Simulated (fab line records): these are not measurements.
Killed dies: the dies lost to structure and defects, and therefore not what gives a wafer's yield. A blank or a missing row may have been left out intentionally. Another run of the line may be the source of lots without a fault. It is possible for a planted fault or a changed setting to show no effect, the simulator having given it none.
fab line records	flow nandHarc	part 1 of 2: steps 1 to 31 of 42
record: lots: 5	wafers: 15	lastDay: 24
route steps=1159 shown P_BONDPAD@386 A_START@389 A_ZERO_WELL@390 A_SOURCE_PLATE@413 A_ONON_D1@424
lots that met no fault: from a run of the same line without faults
startH: start of the lot's first displayed wafer, in hours after the record's first day	waitH: hours from the lot's prior step to this one	" repeats the value in the row above	L1.1+2: a single row standing in for several wafers	- no value, or no start was given	* or withheld: withheld	< > ~ a bound
route shown NAME@n: names a module that has steps shown in the file, with the first one's number in the route	usual: average and standard deviation across the fault-free wafers	same: alike in all rows	chamber/n: place in a boat	sites: each site's reading	_std_site: standard deviation of those values	_edge_site: mean of outer sites minus mean of inner sites	radiusMm: how far each site lies from the wafer's centre	mask NAME#n: copy n	behind: the last tool/chamber to shape the wafer	hold: what put the lot on hold/how long, in hours/how the hold closed	device: which transistor (n, p or np) failed to switch	end of line: at the end of the route, the tests of the same wafers	a step with no rows: only its recipe	killed: count of dies lost to structure and defects at first sort (not the wafer's yield)	map: a wafer's dies, marking killed ones x, the rest . and places with no die _
set.NAME: the setting that was run; set.NAME@STEP: the one run at that earlier step	model.NAME: the simulator's own value behind a step, which no gauge read
certain route steps with their lots: each step a table, each wafer a row
services: a tool's chamber out of use, with start hour (startH, from the record's first day; less than 0 if before it), hours out, and reason
== steps ==
step: NHARC_P_BONDPAD_ACTIVATE_29
recipe: timeS: 60	n2FlowSccm: 200	arFlowSccm: 0	biasPowerW: 0	chemistry: N2
usual: drypumpMotorCurrentA: 5.7/0.53	n2FlowSccm: 200.0/0.59	oesProductAu: 1.000/0.011	rfVppV: 64.1/0.92	showerheadPlenumPTorr: 1.76/0.075
lot.wafer	tool	chamber	startH	waitH	drypumpMotorCurrentA	n2FlowSccm	oesProductAu	rfHoursCounterH	rfVppV	showerheadPlenumPTorr
L076.2	rieDiel-01	1	152.10	0.1	5.0	199.5	1.022	2	63.4	1.74
L076.4	"	2	"	"	5.2	200.1	1.016	2	63.3	1.83
L076.6	"	3	"	"	6.6	200.5	1.011	-	63.5	1.86
L078.1	rieDiel-11	3	160.86	0.1	5.1	200.5	0.993	10	63.9	1.64
L078.2	"	0	"	"	5.8	200.4	0.999	13	64.3	1.82
L078.5	"	0	"	"	5.8	200.0	1.006	-	62.8	1.82
L088.3	rieDiel-11	3	228.55	0.1	5.0	200.5	0.998	3	63.7	1.64
L088.5	"	2	"	"	5.3	199.6	0.999	-	63.8	1.73
L088.6	"	3	"	"	5.0	199.8	1.008	-	63.1	1.64
L094.2	rieDiel-11	1	244.66	0.1	6.4	200.4	0.997	6	63.8	1.82
L094.4	"	2	"	"	5.3	199.7	1.009	6	62.1	1.73
L094.5	"	1	"	"	6.4	200.1	1.002	-	64.4	1.82
L095.2	rieDiel-11	3	261.98	0.1	5.0	199.7	1.008	6	65.0	1.64
L095.4	"	0	"	"	5.9	200.2	1.003	7	63.5	1.82
L095.1	"	1	"	"	6.4	199.0	1.011	7	63.6	1.82
step: NHARC_P_BONDPAD_PRECLEAN_30
recipe: timeS: 300	tempC: 23	chemistry: DIW
lot.wafer	tool	chamber	startH	waitH
L076.6+2+4	wetBench-08	5,0,1	152.23	0.1
L078.1+2+5	wetBench-08	4,5,7	161.01	0.1
L088.5+6+3	wetBench-08	4,6,7	228.71	0.1
L094.5+4+2	wetBench-08	5,6,1	244.83	0.1
L095.4+1+2	wetBench-10	3,7,0	262.14	0.1
step: NHARC_P_BONDPAD_SRD_31
recipe: timeS: 30	tempC: 23	dryTimeS: 20	spinRpm: 1500
usual: spinRpm: 1499.9/0.82
same: dryTimeS: 20
lot.wafer	tool	chamber	startH	waitH	spinRpm
L076.6	wetBench-08	5	-	-	1499.6
L076.2	"	0	"	"	1497.3
L076.4	"	1	"	"	1500.3
L078.1	wetBench-08	4	-	-	1499.8
L078.2	"	5	"	"	1498.5
L078.5	"	7	"	"	1501.1
L088.5	wetBench-08	4	-	-	1500.9
L088.6	"	6	"	"	1498.8
L088.3	"	7	"	"	1500.4
L094.5	wetBench-08	5	-	-	1500.5
L094.4	"	6	"	"	1498.3
L094.2	"	1	"	"	1499.8
L095.4	wetBench-10	3	-	-	1498.0
L095.1	"	7	"	"	1500.3
L095.2	"	0	"	"	1499.8
step: NHARC_A_START_INSPECT_01
usual: rawDefectCount: 3.7/1.8
lot.wafer	tool	chamber	startH	waitH	rawDefectCount
L076.2	defectInspect-02	-	152.48	-	6
L076.4	"	-	"	"	7
L076.6	"	-	"	"	3
L078.1	defectInspect-01	-	161.26	-	6
L078.2	"	-	"	"	3
L078.5	"	-	"	"	2
L088.3	defectInspect-01	-	228.95	-	5
L088.5	"	-	"	"	3
L088.6	"	-	"	"	6
L094.2	defectInspect-02	-	245.08	-	4
L094.4	"	-	"	"	8
L094.5	"	-	"	"	7
L095.1	defectInspect-02	-	262.40	-	2
L095.2	"	-	"	"	1
L095.4	"	-	"	"	2
step: NHARC_A_ZERO_WELL_PRECLEAN_00
recipe: timeS: 600	tempC: 120	chemistry: SPM
lot.wafer	tool	chamber	startH	waitH
L076.4+2+6	wetBench-05	0,2,4	152.56	0.1
L078.2+5+1	wetBench-06	5,6,2	161.37	0.1
L088.3+5+6	wetBench-05	5,6,0	229.04	0.1
L094.4+2+5	wetBench-05	6,7,1	245.17	0.1
L095.4+1+2	wetBench-05	4,5,7	262.50	0.1
step: NHARC_A_ZERO_WELL_SRD_01
lot.wafer	tool	chamber	startH	waitH
L076.4+2+6	wetBench-05	0,2,4	-	-
L078.2+5+1	wetBench-06	5,6,2	-	-
L088.3+5+6	wetBench-05	5,6,0	-	-
L094.4+2+5	wetBench-05	6,7,1	-	-
L095.4+1+2	wetBench-05	4,5,7	-	-
step: NHARC_A_ZERO_WELL_DEHYDRATE_02
recipe: tempC: 150	timeS: 120
lot.wafer	tool	chamber	startH	waitH
L076.2+4+6	lithoTrack-03	0	152.87	-
L078.1+2+5	lithoTrack-07	0	161.68	-
L088.3+5+6	lithoTrack-07	0	229.34	-
L094.2+4+5	lithoTrack-03	0	245.48	-
L095.1+2+4	lithoTrack-02	0	262.80	-
step: NHARC_A_ZERO_WELL_HMDS_03
recipe: timeS: 30
lot.wafer	tool	chamber	startH	waitH
L076.2+4+6	lithoTrack-03	0	-	-
L078.1+2+5	lithoTrack-07	0	-	-
L088.3+5+6	lithoTrack-07	0	-	-
L094.2+4+5	lithoTrack-03	0	-	-
L095.1+2+4	lithoTrack-02	0	-	-
step: NHARC_A_ZERO_WELL_COAT_18
recipe: tempC: 200	timeS: 65
lot.wafer	tool	chamber	startH	waitH
L076.2+4+6	lithoTrack-03	0	-	-
L078.1+2+5	lithoTrack-07	0	-	-
L088.3+5+6	lithoTrack-07	0	-	-
L094.2+4+5	lithoTrack-03	0	-	-
L095.1+2+4	lithoTrack-02	0	-	-
step: NHARC_A_ZERO_WELL_COAT_04
recipe: spinRpm: 2000	resistThkNm: 600
lot.wafer	tool	chamber	startH	waitH
L076.2+4+6	lithoTrack-03	0	-	-
L078.1+2+5	lithoTrack-07	0	-	-
L088.3+5+6	lithoTrack-07	0	-	-
L094.2+4+5	lithoTrack-03	0	-	-
L095.1+2+4	lithoTrack-02	0	-	-
step: NHARC_A_ZERO_WELL_SOFTBAKE_05
recipe: tempC: 125	timeS: 70
lot.wafer	tool	chamber	startH	waitH
L076.2+4+6	lithoTrack-03	0	-	-
L078.1+2+5	lithoTrack-07	0	-	-
L088.3+5+6	lithoTrack-07	0	-	-
L094.2+4+5	lithoTrack-03	0	-	-
L095.1+2+4	lithoTrack-02	0	-	-
step: NHARC_A_ZERO_WELL_EBR_06
lot.wafer	tool	chamber	startH	waitH
L076.2+4+6	lithoTrack-03	0	-	-
L078.1+2+5	lithoTrack-07	0	-	-
L088.3+5+6	lithoTrack-07	0	-	-
L094.2+4+5	lithoTrack-03	0	-	-
L095.1+2+4	lithoTrack-02	0	-	-
step: NHARC_A_ZERO_WELL_EXPOSE_07
recipe: na: 0.55	doseMj: 33.85	maskId: A_ZERO
usual: reticleTempC: 22.96/0.12
lot.wafer	tool	chamber	startH	waitH	mask	reticleTempC
L076.2	krfScanner-02	0	153.04	-	A_ZERO#0	22.77
L076.4	"	0	"	"	A_ZERO#0	22.99
L076.6	"	0	"	"	A_ZERO#0	22.93
L078.1	krfScanner-04	0	161.97	-	A_ZERO#0	22.97
L078.2	"	0	"	"	A_ZERO#0	23.06
L078.5	"	0	"	"	A_ZERO#0	23.07
L088.3	krfScanner-02	0	229.52	-	A_ZERO#0	22.98
L088.5	"	0	"	"	A_ZERO#0	23.27
L088.6	"	0	"	"	A_ZERO#0	23.06
L094.2	krfScanner-04	0	245.78	-	A_ZERO#0	22.84
L094.4	"	0	"	"	A_ZERO#0	22.85
L094.5	"	0	"	"	A_ZERO#0	22.97
L095.1	krfScanner-01	0	263.09	-	A_ZERO#0	23.12
L095.2	"	0	"	"	A_ZERO#0	22.85
L095.4	"	0	"	"	A_ZERO#0	22.96
step: NHARC_A_ZERO_WELL_PEB_08
recipe: pebTempC: 128	pebTimeS: 80
lot.wafer	tool	chamber	startH	waitH
L076.2+4+6	lithoTrack-07	0	153.11	0.1
L078.1+2+5	lithoTrack-02	0	162.04	0.1
L088.3+5+6	lithoTrack-07	0	229.57	0.1
L094.2+4+5	lithoTrack-07	0	245.84	0.1
L095.1+2+4	lithoTrack-03	0	263.15	0.1
step: NHARC_A_ZERO_WELL_DEVELOP_09
recipe: timeS: 50	devTempC: 22
lot.wafer	tool	chamber	startH	waitH
L076.2+4+6	lithoTrack-07	0	-	-
L078.1+2+5	lithoTrack-02	0	-	-
L088.3+5+6	lithoTrack-07	0	-	-
L094.2+4+5	lithoTrack-07	0	-	-
L095.1+2+4	lithoTrack-03	0	-	-
step: NHARC_A_ZERO_WELL_CD_MEAS_10
recipe: targetCdNm: 2000	landingEnergyEv: 500
usual: cdNm: 1999.5/2.3
lot.wafer	tool	chamber	startH	waitH	cdNm
L076.2	cdSem-01	0	153.20	-	1997.0
L076.4	"	0	"	"	1999.7
L076.6	"	0	"	"	2001.6
L078.1	cdSem-03	0	162.12	-	2002.6
L078.2	"	0	"	"	2004.1
L078.5	"	0	"	"	2002.8
L088.3	cdSem-01	0	229.66	-	2001.6
L088.5	"	0	"	"	1994.9
L088.6	"	0	"	"	1998.3
L094.2	cdSem-01	0	245.93	-	2002.7
L094.4	"	0	"	"	1998.9
L094.5	"	0	"	"	1997.7
L095.1	cdSem-02	0	263.24	-	2000.2
L095.2	"	0	"	"	2001.3
L095.4	"	0	"	"	1996.8
step: NHARC_A_ZERO_WELL_HARDBAKE_11
recipe: tempC: 118	timeS: 65
lot.wafer	tool	chamber	startH	waitH
L076.2+4+6	lithoTrack-03	0	153.28	-
L078.1+2+5	lithoTrack-07	0	162.20	-
L088.3+5+6	lithoTrack-03	0	229.74	-
L094.2+4+5	lithoTrack-02	0	246.01	-
L095.1+2+4	lithoTrack-03	0	263.32	-
step: NHARC_A_ZERO_WELL_DESCUM_12
recipe: timeS: 3	o2FlowSccm: 200	arFlowSccm: 0	biasPowerW: 0	chemistry: O2
usual: drypumpMotorCurrentA: 6.0/0.44	oesProductAu: 1.003/0.011	rfVppV: 57.9/0.84	showerheadPlenumPTorr: 1.93/0.066	throttleValvePct: 11.311/0.009
lot.wafer	tool	chamber	startH	waitH	drypumpMotorCurrentA	oesProductAu	rfHoursCounterH	rfVppV	showerheadPlenumPTorr	throttleValvePct
L076.4	rieDiel-05	0	153.37	-	6.4	1.004	10	57.8	1.97	11.315
L076.2	"	1	"	"	5.6	1.017	10	58.4	1.98	11.302
L076.6	"	3	"	"	5.0	1.008	-	58.4	1.82	11.321
L078.2	rieDiel-05	3	162.29	-	5.0	1.007	11	56.1	1.82	11.307
L078.1	"	0	"	"	6.4	1.007	11	57.6	1.97	11.317
L078.5	"	2	"	"	6.1	1.000	-	58.7	2.01	11.326
L088.3	rieDiel-04	1	229.82	-	6.0	1.006	8	56.8	1.89	11.320
L088.6	"	0	"	"	6.0	1.013	-	57.7	1.93	11.304
L088.5	"	1	"	"	6.0	1.007	-	58.4	1.89	11.302
L094.4	rieDiel-07	1	246.10	-	5.6	0.994	1	59.3	1.81	11.313
L094.2	"	2	"	"	6.5	1.006	1	58.1	1.88	11.304
L094.5	"	3	"	"	5.7	1.006	-	56.4	1.95	11.320
L095.2	rieDiel-04	2	263.40	-	6.4	1.011	9	57.7	1.89	11.310
L095.1	"	0	"	"	6.0	1.023	10	57.5	1.93	11.317
L095.4	"	1	"	"	6.0	1.009	10	57.9	1.89	11.300
step: NHARC_A_ZERO_WELL_ETCH_19
recipe: targetDepthA: 800	overetchA: 240	timeS: 87.88	ionEnergyEv: 200	n2FlowSccm: 150	h2FlowSccm: 150	arFlowSccm: 0	rfW: 400	biasW: 150	chemistry: N2/H2
usual: drypumpMotorCurrentA: 5.9/0.48	n2FlowSccm: 150.0/0.45	oesProductAu: 1.005/0.0094	rfVppV: 430.7/2.3	showerheadPlenumPTorr: 2.05/0.074	throttleValvePct: 14.171/0.01
lot.wafer	tool	chamber	startH	waitH	drypumpMotorCurrentA	n2FlowSccm	oesProductAu	rfHoursCounterH	rfVppV	showerheadPlenumPTorr	throttleValvePct
L076.2	rieDiel-05	1	153.46	0.1	5.6	149.5	1.019	10	432.0	2.11	14.165
L076.4	"	2	"	"	6.2	150.0	1.006	11	433.9	2.15	14.154
L076.6	"	0	"	"	6.4	150.0	1.006	-	433.0	2.11	14.166
L078.2	rieDiel-05	3	162.37	0.1	5.0	149.9	1.006	11	427.0	1.93	14.160
L078.1	"	1	"	"	5.6	150.3	1.005	11	431.8	2.11	14.157
L078.5	"	0	"	"	6.4	149.5	1.006	-	432.9	2.10	14.138
L088.3	rieDiel-04	2	229.92	0.1	6.4	149.2	1.015	7	428.4	2.01	14.182
L088.6	"	3	"	"	6.4	150.2	0.991	-	429.9	2.06	14.168
L088.5	"	0	"	"	6.0	150.4	1.013	-	430.8	2.06	14.183
L094.2	rieDiel-07	3	246.17	0.1	5.7	149.9	1.000	1	431.4	2.08	14.161
L094.4	"	0	"	"	6.0	149.8	1.001	1	433.3	2.15	14.165
L094.5	"	3	"	"	5.7	151.0	1.003	-	432.5	2.08	14.166
L095.2	rieDiel-04	1	263.49	0.1	6.0	150.5	1.022	10	430.2	2.01	14.162
L095.1	"	2	"	"	6.4	150.1	1.012	9	430.7	2.01	14.168
L095.4	"	3	"	"	6.4	150.5	1.010	7	432.0	2.06	14.149
step: NHARC_A_ZERO_WELL_ETCH_13
recipe: targetDepthA: 1200	timeS: 40.1	hbrFlowSccm: 150	cl2FlowSccm: 50	rfW: 400	icpW: 400	biasW: 100	chemistry: HBr/Cl2
usual: drypumpMotorCurrentA: 5.7/0.46	oesProductAu: 0.996/0.014	throttleValvePct: 26.405/0.0084
lot.wafer	tool	chamber	startH	waitH	drypumpMotorCurrentA	oesProductAu	rfHoursCounterH	throttleValvePct
L076.2	rieSi-04	2	153.56	-	6.3	0.978	0.3	26.391
L076.4	"	3	"	"	5.3	0.976	0.3	26.390
L076.6	"	2	"	"	6.3	0.983	-	26.397
L078.1	rieSi-04	3	162.49	-	5.3	0.988	0.4	26.385
L078.2	"	1	"	"	6.1	0.997	0.3	26.414
L078.5	"	0	"	"	5.8	0.992	-	26.408
L088.3	rieSi-02	1	230.01	-	6.2	1.014	0.0	26.417
L088.6	"	1	"	"	6.3	1.025	-	26.412
L088.5	"	2	"	"	5.7	1.008	-	26.396
L094.2	rieSi-02	1	246.31	-	6.3	1.027	0.3	26.396
L094.4	"	2	"	"	5.7	1.006	0.3	26.414
L094.5	"	3	"	"	4.7	1.003	-	26.395
L095.1	rieSi-05	3	263.61	-	5.6	0.980	0.1	26.389
L095.2	"	0	"	"	6.4	1.001	0.1	26.408
L095.4	"	1	"	"	5.3	0.988	0.1	26.408
step: NHARC_A_ZERO_WELL_STRIP_14
recipe: timeS: 900	tempC: 130	chemistry: SPM
lot.wafer	tool	chamber	startH	waitH
L076.4+2+6	wetBench-06	2,5,6	153.72	-
L078.2+5+1	wetBench-06	0,3,4	162.64	-
L088.5+3+6	wetBench-03	3,5,6	230.18	-
L094.5+2+4	wetBench-03	6,1,2	246.44	-
L095.2+1+4	wetBench-06	5,6,7	263.77	-
step: NHARC_A_ZERO_WELL_IMPLANT_15
recipe: energyKev: 150	doseCm2: 1e+13	tiltDeg: 7
lot.wafer	tool	chamber	startH	waitH
L076.2+4+6	implanter-02	0	154.15	0.1
L078.1+2+5	implanter-01	0	163.04	0.1
L088.3+5+6	implanter-02	0	230.64	0.1
L094.2+4+5	implanter-01	0	246.87	0.1
L095.1+2+4	implanter-02	0	264.16	0.1
step: NHARC_A_ZERO_WELL_PRECLEAN_22
recipe: timeS: 60	tempC: 50	bathAgeMin: 0	chemistry: SC1
lot.wafer	tool	chamber	startH	waitH
L076.2+6+4	wetBench-06	5,6,7	154.33	0.1
L078.1+2+5	wetBench-05	0,3,4	163.25	0.2
L088.6+3+5	wetBench-05	7,1,4	230.80	0.0
L094.5+2+4	wetBench-05	6,7,0	247.06	0.1
L095.2+4+1	wetBench-06	2,5,6	264.37	0.2
step: NHARC_A_ZERO_WELL_SRD_23
lot.wafer	tool	chamber	startH	waitH
L076.2+6+4	wetBench-06	5,6,7	-	-
L078.1+2+5	wetBench-05	0,3,4	-	-
L088.6+3+5	wetBench-05	7,1,4	-	-
L094.5+2+4	wetBench-05	6,7,0	-	-
L095.2+4+1	wetBench-06	2,5,6	-	-
step: NHARC_A_ZERO_WELL_RTA_16
recipe: tempC: 1000	timeS: 10
usual: lampPowerPct: 26.7/0.75	wafer_temp_C_max: 1004.2/1.2
lot.wafer	tool	chamber	startH	waitH	lampPowerPct	wafer_temp_C_max
L076.2	rtpAnneal-01	0	154.49	-	27.5	1005.5
L076.4	"	0	"	"	27.5	1007.7
L076.6	"	0	"	"	27.5	1006.3
L078.1	rtpAnneal-01	0	163.40	-	27.5	1004.1
L078.2	"	0	"	"	27.5	1006.5
L078.5	"	0	"	"	27.5	1003.6
L088.3	rtpAnneal-02	0	231.14	-	25.9	1003.7
L088.5	"	0	"	"	25.9	1002.8
L088.6	"	0	"	"	26.0	1002.5
L094.2	rtpAnneal-02	0	247.22	-	26.0	1003.7
L094.4	"	0	"	"	26.0	1002.9
L094.5	"	0	"	"	26.0	1004.2
L095.1	rtpAnneal-02	0	264.51	-	26.0	1004.0
L095.2	"	0	"	"	26.0	1003.1
L095.4	"	0	"	"	26.0	1004.1
step: NHARC_A_ZERO_WELL_INSPECT_17
usual: rawDefectCount: 13/6.5
lot.wafer	tool	chamber	startH	waitH	rawDefectCount
L076.2	defectInspect-02	-	154.66	0.1	21
L076.4	"	-	"	"	20
L076.6	"	-	"	"	11
L078.1	defectInspect-01	-	163.60	0.2	10
L078.2	"	-	"	"	8
L078.5	"	-	"	"	14
L088.3	defectInspect-02	-	231.29	0.1	8
L088.5	"	-	"	"	8
L088.6	"	-	"	"	15
L094.2	defectInspect-01	-	247.40	0.1	9
L094.4	"	-	"	"	8
L094.5	"	-	"	"	10
L095.1	defectInspect-02	-	264.71	0.2	21
L095.2	"	-	"	"	24
L095.4	"	-	"	"	19
step: NHARC_A_SOURCE_PLATE_PRECLEAN_00
recipe: timeS: 60	chemistry: HF-LAST
lot.wafer	tool	chamber	startH	waitH
L076.6+2+4	wetBench-02	7,0,3	154.72	0.1
L078.1+5+2	wetBench-02	0,2,3	163.66	0.1
L088.5+6+3	wetBench-02	5,7,0	231.35	0.1
L094.4+2+5	wetBench-02	4,6,0	247.45	0.0
L095.1+4+2	wetBench-02	4,5,7	264.77	0.1
step: NHARC_A_SOURCE_PLATE_SRD_01
lot.wafer	tool	chamber	startH	waitH
L076.6+2+4	wetBench-02	7,0,3	-	-
L078.1+5+2	wetBench-02	0,2,3	-	-
L088.5+6+3	wetBench-02	5,7,0	-	-
L094.4+2+5	wetBench-02	4,6,0	-	-
L095.1+4+2	wetBench-02	4,5,7	-	-
step: NHARC_A_SOURCE_PLATE_OXIDE_02
recipe: targetThkA: 100	tempC: 900	oxTimeS: 1362	material: SiO2
usual: zonePowerLowerPct: 17.4/0.62
lot.wafer	tool	chamber	startH	waitH	zonePowerLowerPct
L076.2	furnace-05	0	158.22	-	17.2
L076.4	"	0	"	"	16.9
L076.6	"	0	"	"	16.9
L078.1	furnace-05	0	166.96	-	17.2
L078.2	"	0	"	"	16.9
L078.5	"	0	"	"	16.9
L088.3	furnace-05	0	232.74	-	17.2
L088.5	"	0	"	"	17.1
L088.6	"	0	"	"	17.3
L094.2	furnace-04	0	252.34	-	18.7
L094.4	"	0	"	"	18.6
L094.5	"	0	"	"	18.5
L095.1	furnace-05	0	268.07	-	17.2
L095.2	"	0	"	"	17.4
L095.4	"	0	"	"	17.0
step: NHARC_A_SOURCE_PLATE_THK_MEAS_09
recipe: thkMeasGauge: ellipsometry
usual: thkNm: 9.6/0.98
lot.wafer	tool	chamber	startH	waitH	thkNm
L076.2	filmMetro-01	-	162.26	0.4	11.1
L076.4	"	-	"	"	8.9
L076.6	"	-	"	"	6.9
L078.1	filmMetro-01	-	171.06	0.4	9.8
L078.2	"	-	"	"	10.7
L078.5	"	-	"	"	8.3
L088.3	filmMetro-01	-	236.86	0.4	9.8
L088.5	"	-	"	"	7.8
L088.6	"	-	"	"	7.9
L094.2	filmMetro-01	-	256.36	0.4	10.7
L094.4	"	-	"	"	9.4
L094.5	"	-	"	"	11.2
L095.1	filmMetro-01	-	272.11	0.4	11.4
L095.2	"	-	"	"	9.9
L095.4	"	-	"	"	10.0
step: NHARC_A_SOURCE_PLATE_PVD_04
recipe: targetThkA: 500	material: WSi2
lot.wafer	tool	chamber	startH	waitH
L076.2+4+6	pvdSputter-02	-	162.34	0.1
L078.1+2+5	pvdSputter-03	-	171.12	0.1
L088.3+5+6	pvdSputter-01	-	237.06	0.2
L094.4+2+5	pvdSputter-03	-	256.45	0.1
L095.1+4+2	pvdSputter-03	-	272.16	0.1
